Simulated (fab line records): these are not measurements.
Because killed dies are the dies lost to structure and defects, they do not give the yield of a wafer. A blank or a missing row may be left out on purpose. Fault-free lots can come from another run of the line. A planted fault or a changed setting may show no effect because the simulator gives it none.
Which tool did it? | flow nandHarc | Sampling: 24 lots, 72 wafers, 5 of 1159 route steps

## WHAT THE GAUGES SHOWED, per wafer
NHARC_A_CONTACT_CD_MEAS_08 targets a cd of 100 nm. Usual: cdNm 100.0 nm, standard deviation 0.4.
lot  | measured     | on       | cdNm (nm)         | flag
L074 | day 16 16:39 | cdSem-03 | 99.8 99.9 99.6    | 
L075 | day 16 22:16 | cdSem-01 | 99.7 99.7 99.3    | 
L077 | day 17 00:49 | cdSem-03 | 100.1 99.6 99.6   | 
L076 | day 17 06:13 | cdSem-03 | 99.6 99.8 100.1   | 
L078 | day 17 17:59 | cdSem-02 | 99.8 100.2 99.3   | 
L079 | day 18 00:30 | cdSem-03 | 99.9 100.3 99.5   | 
L081 | day 19 04:44 | cdSem-03 | 99.7 100.2 99.8   | 
L083 | day 19 06:28 | cdSem-03 | 100.1 100.3 100.1 | 
L080 | day 19 11:31 | cdSem-03 | 100.1 99.3 99.9   | 
L082 | day 19 16:50 | cdSem-02 | 100.1 100.4 99.5  | 
L084 | day 19 18:29 | cdSem-02 | 99.9 100.3 100.0  | 
L088 | day 19 23:50 | cdSem-03 | 100.1 99.9 100.3  | 
L085 | day 20 01:34 | cdSem-02 | 99.7 100.1 99.9   | 
L087 | day 20 04:59 | cdSem-01 | 100.1 99.4 100.1  | 
L086 | day 20 16:11 | cdSem-03 | 99.6 99.4 99.5    | 
L090 | day 20 20:46 | cdSem-02 | 100.0 100.0 100.1 | 
L089 | day 21 05:56 | cdSem-03 | 99.4 99.3 99.9    | 
L093 | day 21 10:55 | cdSem-01 | 99.8 99.4 100.3   | 
L092 | day 21 14:34 | cdSem-03 | 100.4 100.3 100.6 | 
L091 | day 21 19:17 | cdSem-03 | 100.2 100.1 100.7 | 
L095 | day 22 09:31 | cdSem-01 | 99.8 99.4 99.2    | 
L097 | day 22 11:53 | cdSem-02 | 100.4 100.0 100.1 | 
L094 | day 22 16:55 | cdSem-03 | 100.1 99.8 100.9  | 
L096 | day 22 20:19 | cdSem-01 | 100.8 100.5 101.0 | 

## WHAT TOOL EACH LOT RAN ON (gives the tool, then ch and the chambers of the sampled wafers, and finally the start)
lot  | NHARC_A_CONTACT_ETCH_75           | NHARC_A_CONTACT_ETCH_126           | NHARC_A_CONTACT_ETCH_129           | NHARC_A_CONTACT_ETCH_106
L074 | rieDiel-01 ch 0,3, day 16 07:14   | harCapEtch-02 ch 0,1, day 16 08:52 | harCapEtch-02 ch 0,1, day 16 09:17 | rieDiel-01 ch 1,3, day 16 11:11
L075 | rieDiel-04 ch 0,2,3, day 16 16:06 | harCapEtch-01 ch 0,1, day 16 17:30 | harCapEtch-01 ch 0,1, day 16 17:56 | rieDiel-04 ch 0,2,3, day 16 19:32
L077 | rieDiel-01 ch 0,1, day 16 17:58   | harCapEtch-01 ch 0,1, day 16 20:11 | harCapEtch-01 ch 0,1, day 16 20:37 | rieDiel-10 ch 0,2, day 16 22:14
L076 | rieDiel-10 ch 0,1,2, day 17 00:16 | harCapEtch-01 ch 0,1, day 17 01:39 | harCapEtch-01 ch 0,1, day 17 02:05 | rieDiel-01 ch 0,1,2, day 17 03:44
L078 | rieDiel-04 ch 2,3, day 17 12:02   | harCapEtch-02 ch 0,1, day 17 13:25 | harCapEtch-02 ch 0,1, day 17 13:50 | rieDiel-04 ch 1,3, day 17 15:29
L079 | rieDiel-04 ch 0,1,2, day 17 18:31 | harCapEtch-03 ch 0,1, day 17 19:54 | harCapEtch-03 ch 0,1, day 17 20:20 | rieDiel-04 ch 1,3, day 17 21:58
L081 | rieDiel-04 ch 0,1,2, day 18 22:28 | harCapEtch-01 ch 0,1, day 18 23:52 | harCapEtch-01 ch 0,1, day 19 00:17 | rieDiel-04 ch 1,3, day 19 02:10
L083 | rieDiel-04 ch 0,1,2, day 19 00:11 | harCapEtch-03 ch 0,1, day 19 01:34 | harCapEtch-03 ch 0,1, day 19 01:59 | rieDiel-01 ch 0,1,3, day 19 03:44
L080 | rieDiel-04 ch 1,2,3, day 19 04:50 | harCapEtch-03 ch 0,1, day 19 06:25 | harCapEtch-03 ch 0,1, day 19 06:58 | rieDiel-10 ch 0,1,3, day 19 08:59
L082 | rieDiel-10 ch 1,2,3, day 19 10:31 | harCapEtch-01 ch 0,1, day 19 12:01 | harCapEtch-01 ch 0,1, day 19 12:27 | rieDiel-04 ch 0,1,2, day 19 14:11
L084 | rieDiel-04 ch 0,1,2, day 19 11:08 | harCapEtch-02 ch 0,1, day 19 12:30 | harCapEtch-02 ch 0,1, day 19 12:56 | rieDiel-10 ch 0,2,3, day 19 14:52
L088 | rieDiel-10 ch 0,2,3, day 19 15:44 | harCapEtch-02 ch 0,1, day 19 17:07 | harCapEtch-02 ch 0,1, day 19 17:32 | rieDiel-10 ch 0,1,3, day 19 19:19
L085 | rieDiel-04 ch 2,3, day 19 18:56   | harCapEtch-02 ch 0,1, day 19 20:22 | harCapEtch-02 ch 0,1, day 19 20:47 | rieDiel-01 ch 1,2, day 19 22:28
L087 | rieDiel-10 ch 1,3, day 19 21:12   | harCapEtch-01 ch 1, day 19 22:35   | harCapEtch-01 ch 1, day 19 23:00   | rieDiel-01 ch 0,3, day 20 00:47
L086 | rieDiel-10 ch 1,3, day 20 09:43   | harCapEtch-01 ch 0,1, day 20 11:27 | harCapEtch-01 ch 0,1, day 20 11:53 | rieDiel-01 ch 0,1, day 20 13:32
L090 | rieDiel-10 ch 1,2,3, day 20 14:31 | harCapEtch-02 ch 0,1, day 20 16:09 | harCapEtch-02 ch 0,1, day 20 16:34 | rieDiel-01 ch 1,3, day 20 18:17
L089 | rieDiel-01 ch 1,3, day 20 18:53   | harCapEtch-02 ch 0,1, day 20 20:48 | harCapEtch-02 ch 0,1, day 20 21:13 | rieDiel-10 ch 0,2,3, day 20 22:55
L093 | rieDiel-04 ch 0,1,3, day 20 21:57 | harCapEtch-02 ch 0,1, day 20 23:21 | harCapEtch-02 ch 0,1, day 20 23:47 | rieDiel-04 ch 0,2,3, day 21 01:25
L092 | rieDiel-01 ch 0,1,3, day 21 08:33 | harCapEtch-02 ch 0,1, day 21 09:58 | harCapEtch-02 ch 0,1, day 21 10:23 | rieDiel-04 ch 0,1,2, day 21 12:00
L091 | rieDiel-10 ch 1,2,3, day 21 12:29 | harCapEtch-03 ch 0,1, day 21 14:08 | harCapEtch-03 ch 0,1, day 21 14:42 | rieDiel-04 ch 1,2,3, day 21 16:44
L095 | rieDiel-10 ch 0,1,2, day 22 03:31 | harCapEtch-03 ch 0,1, day 22 04:53 | harCapEtch-03 ch 0,1, day 22 05:19 | rieDiel-04 ch 0,2,3, day 22 06:59
L097 | rieDiel-01 ch 0,2,3, day 22 05:08 | harCapEtch-02 ch 0,1, day 22 06:32 | harCapEtch-02 ch 0,1, day 22 06:58 | rieDiel-04 ch 1,3, day 22 08:37
L094 | rieDiel-01 ch 0,3, day 22 08:31   | harCapEtch-03 ch 0,1, day 22 10:04 | harCapEtch-03 ch 0,1, day 22 10:29 | rieDiel-01 ch 0,1, day 22 12:10
L096 | rieDiel-04 ch 0,1, day 22 13:54   | harCapEtch-03 ch 0,1, day 22 15:17 | harCapEtch-03 ch 0,1, day 22 15:42 | rieDiel-01 ch 1,2,3, day 22 17:43
- NHARC_A_CONTACT_ETCH_75: etches the open film in CF4, target depth 39 nm, time 65 s.
- NHARC_A_CONTACT_ETCH_126: etches the open film in C4F8/O2/Ar, time 155 s, target depth 956 nm.
- NHARC_A_CONTACT_ETCH_129: etches the open film in C4F8/O2/Ar, time 155 s, target depth 956 nm.
- NHARC_A_CONTACT_ETCH_106: etches the open film in CF4/O2, target depth 60 nm, overetch 6 nm, time 33 s.

## WHAT THE TOOLS THEMSELVES READ (means of the sampled wafers that have a number; where no wafer has one, the mark that the record gives instead)
NHARC_A_CONTACT_ETCH_75. Usual: drypumpMotorCurrentA 5.6 A, standard deviation 0.42; oesProductAu 1.003 a.u., standard deviation 0.0066; rfVppV 151.6 V, standard deviation 1.3; showerheadPlenumPTorr 1.79 Torr, standard deviation 0.078; throttleValvePct 13.283 %, standard deviation 0.0089.
lot  | tool       | drypumpMotorCurrentA (A) | oesProductAu (a.u.) | rfVppV (V) | showerheadPlenumPTorr (Torr) | throttleValvePct (%) | flag
L074 | rieDiel-01 | 5.2                      | 1.009               | 152.5      | 1.83                         | 13.284               | 
L075 | rieDiel-04 | 5.9                      | 1.006               | 151.8      | 1.79                         | 13.285               | 
L077 | rieDiel-01 | 5.9                      | 0.998               | 150.6      | 1.78                         | 13.284               | 
L076 | rieDiel-10 | 5.6                      | 1.003               | 151.9      | 1.80                         | 13.280               | 
L078 | rieDiel-04 | 5.7                      | 1.002               | 151.4      | 1.80                         | 13.282               | 
L079 | rieDiel-04 | 6.0                      | 1.005               | 151.6      | 1.76                         | 13.282               | 
L081 | rieDiel-04 | 6.0                      | 0.996               | 150.6      | 1.76                         | 13.285               | 
L083 | rieDiel-04 | 6.0                      | 0.999               | 151.2      | 1.76                         | 13.291               | 
L080 | rieDiel-04 | 5.8                      | 0.996               | 151.3      | 1.77                         | 13.283               | 
L082 | rieDiel-10 | 5.6                      | 1.010               | 152.7      | 1.85                         | 13.286               | 
L084 | rieDiel-04 | 6.0                      | 1.004               | 152.0      | 1.76                         | 13.278               | 
L088 | rieDiel-10 | 5.5                      | 1.001               | 151.4      | 1.77                         | 13.278               | 
L085 | rieDiel-04 | 5.7                      | 1.000               | 151.9      | 1.80                         | 13.268               | 
L087 | rieDiel-10 | 5.4                      | 1.000               | 152.4      | 1.86                         | 13.273               | 
L086 | rieDiel-10 | 5.4                      | 1.008               | 152.1      | 1.86                         | 13.278               | 
L090 | rieDiel-10 | 5.6                      | 1.007               | 152.7      | 1.84                         | 13.282               | 
L089 | rieDiel-01 | 5.7                      | 1.001               | 152.0      | 1.84                         | 13.287               | 
L093 | rieDiel-04 | 5.5                      | 1.006               | 152.2      | 1.81                         | 13.283               | 
L092 | rieDiel-01 | 5.5                      | 1.013               | 151.9      | 1.80                         | 13.285               | 
L091 | rieDiel-10 | 5.6                      | 1.001               | 152.2      | 1.84                         | 13.286               | 
L095 | rieDiel-10 | 5.6                      | 1.003               | 151.2      | 1.79                         | 13.285               | 
L097 | rieDiel-01 | 5.4                      | 1.003               | 150.4      | 1.74                         | 13.288               | 
L094 | rieDiel-01 | 5.2                      | 1.000               | 152.5      | 1.82                         | 13.283               | 
L096 | rieDiel-04 | 5.6                      | 0.997               | 151.9      | 1.78                         | 13.277               | 

NHARC_A_CONTACT_ETCH_106. Usual: drypumpMotorCurrentA 5.6 A, standard deviation 0.43; oesProductAu 1.003 a.u., standard deviation 0.0071; rfVppV 198.0 V, standard deviation 1.6; showerheadPlenumPTorr 1.34 Torr, standard deviation 0.064; throttleValvePct 13.397 %, standard deviation 0.0097.
lot  | tool       | drypumpMotorCurrentA (A) | oesProductAu (a.u.) | rfVppV (V) | showerheadPlenumPTorr (Torr) | throttleValvePct (%) | flag
L074 | rieDiel-01 | 5.7                      | 1.002               | 200.2      | 1.40                         | 13.406               | 
L075 | rieDiel-04 | 5.9                      | 0.996               | 199.1      | 1.35                         | 13.402               | 
L077 | rieDiel-10 | 5.5                      | 1.008               | 197.1      | 1.31                         | 13.389               | 
L076 | rieDiel-01 | 5.7                      | 1.014               | 197.0      | 1.30                         | 13.395               | 
L078 | rieDiel-04 | 5.5                      | 1.008               | 197.8      | 1.35                         | 13.394               | 
L079 | rieDiel-04 | 5.4                      | 0.997               | 198.9      | 1.38                         | 13.399               | 
L081 | rieDiel-04 | 5.4                      | 1.003               | 198.9      | 1.38                         | 13.389               | 
L083 | rieDiel-01 | 5.5                      | 1.002               | 198.9      | 1.36                         | 13.399               | 
L080 | rieDiel-10 | 5.3                      | 1.000               | 198.2      | 1.35                         | 13.406               | 
L082 | rieDiel-04 | 6.0                      | 1.005               | 197.5      | 1.33                         | 13.397               | 
L084 | rieDiel-10 | 5.5                      | 1.003               | 198.0      | 1.34                         | 13.393               | 
L088 | rieDiel-10 | 5.3                      | 1.006               | 198.3      | 1.35                         | 13.390               | 
L085 | rieDiel-01 | 5.6                      | 1.008               | 197.0      | 1.29                         | 13.406               | 
L087 | rieDiel-01 | 5.2                      | 1.011               | 199.3      | 1.38                         | 13.393               | 
L086 | rieDiel-01 | 5.7                      | 1.003               | 197.1      | 1.30                         | 13.400               | 
L090 | rieDiel-01 | 5.7                      | 1.006               | 198.8      | 1.39                         | 13.399               | 
L089 | rieDiel-10 | 5.5                      | 1.002               | 197.5      | 1.34                         | 13.406               | 
L093 | rieDiel-04 | 5.9                      | 1.001               | 198.3      | 1.35                         | 13.405               | 
L092 | rieDiel-04 | 5.9                      | 1.002               | 197.1      | 1.33                         | 13.390               | 
L091 | rieDiel-04 | 5.8                      | 0.997               | 197.7      | 1.33                         | 13.387               | 
L095 | rieDiel-04 | 5.9                      | 1.001               | 198.1      | 1.35                         | 13.396               | 
L097 | rieDiel-04 | 5.5                      | 0.993               | 198.5      | 1.35                         | 13.412               | 
L094 | rieDiel-01 | 5.8                      | 1.005               | 198.1      | 1.34                         | 13.391               | 
L096 | rieDiel-01 | 5.5                      | 0.994               | 197.5      | 1.35                         | 13.396               | 

## THE ANSWER, worked out from the rows above alone
Rule: a lot is off if the mean of its wafers that have a number lies more than 3 standard deviations from the usual mean. Also off: a lot with no number at a reading for which 4 or more lots have one. Where the step has rows for the other lots, those lots are counted as sound. After the gauges, taken in route order, come the tools' own readings; for these a lot's mean is taken, as printed above. At the first step where some lot is off, the reading lying furthest off is the one used; lots without a number count as furthest.
Nothing can be told from this: no lot is off at any reading shown.

## WHAT THE SIMULATOR HAD INSERTED
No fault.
